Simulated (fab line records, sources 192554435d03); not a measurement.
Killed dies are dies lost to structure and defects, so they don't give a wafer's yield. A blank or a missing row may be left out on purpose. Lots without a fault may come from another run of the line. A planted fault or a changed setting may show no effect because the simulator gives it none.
Chamber matching | flow n5_finfet | N5_HKMG_FIN_STRIP_34 on rie_diel-02: 4 sister chambers
The step strips in CF4. 16 wafers are shown with their chamber, then 8 later ones without.

WAFERS WITH THEIR CHAMBER
wafer  | chamber | throttle_valve_pct (%) | drypump_motor_current_A (A) | oes_product_au (a.u.)
L077.1 | 3       | 13.53                  | 5.6                         | 0.71
L077.3 | 2       | 13.87                  | 5.9                         | 0.72
L077.5 | 1       | 13.38                  | 5.7                         | 0.81
L078.2 | 0       | 13.51                  | 5.3                         | 0.74
L078.4 | 1       | 13.39                  | 5.7                         | 0.80
L078.5 | 3       | 13.54                  | 5.7                         | 0.71
L079.1 | 2       | 13.89                  | 5.9                         | 0.71
L079.2 | 0       | 13.52                  | 5.3                         | 0.75
L079.6 | 3       | 13.53                  | 5.6                         | 0.71
L081.3 | 1       | 13.39                  | 5.7                         | 0.80
L081.4 | 3       | 13.54                  | 5.7                         | 0.70
L081.5 | 0       | 13.52                  | 5.3                         | 0.74
L082.2 | 1       | 13.41                  | 5.7                         | 0.80
L082.3 | 2       | 13.90                  | 5.9                         | 0.71
L082.5 | 1       | 13.40                  | 5.7                         | 0.78
L086.3 | 2       | 13.92                  | 5.9                         | 0.70

SIGNATURES (means of the wafers above)
reading                 | chamber 0 | chamber 1 | chamber 2 | chamber 3 | scatter within a chamber
throttle_valve_pct      | 13.5167   | 13.3940   | 13.8950   | 13.5350   | 0.0129
drypump_motor_current_A | 5.300     | 5.700     | 5.900     | 5.650     | 0.0289
oes_product_au          | 0.7433    | 0.7980    | 0.7100    | 0.7075    | 0.00827
Rule: a wafer's distance from a chamber is the root of the sum, over the readings, of the square of ((its reading less the chamber's mean) divided by the reading's scatter). The wafer belongs to the nearest chamber; if the next one is less than 2 further off, it can't be placed. The scatter: the root of (the sum of the squares of (reading less its chamber's mean) over the shown wafers, divided by (wafers less chambers)).

WAFERS WITHOUT THEIR CHAMBER
wafer  | throttle_valve_pct (%) | drypump_motor_current_A (A) | oes_product_au (a.u.)
L086.4 | 13.54                  | 5.3                         | 0.73
L086.5 | 13.43                  | 5.7                         | 0.79
L092.2 | 13.59                  | 5.7                         | 0.69
L092.5 | 13.94                  | 5.9                         | 0.70
L092.6 | 13.58                  | 5.7                         | 0.68
L095.2 | 13.60                  | 5.3                         | 0.72
L095.3 | 13.45                  | 5.7                         | 0.77
L095.5 | 13.46                  | 5.6                         | 0.77

WHICH CHAMBER EACH WENT THROUGH
wafer  | from the rows above | in truth
L086.4 | 0                   | 0
L086.5 | 1                   | 1
L092.2 | 3                   | 3
L092.5 | 2                   | 2
L092.6 | 3                   | 3
L095.2 | 0                   | 0
L095.3 | 1                   | 1
L095.5 | 1                   | 1
Placed correctly: 8 of 8. Can't be placed from these rows: 0. Placed wrongly: 0.
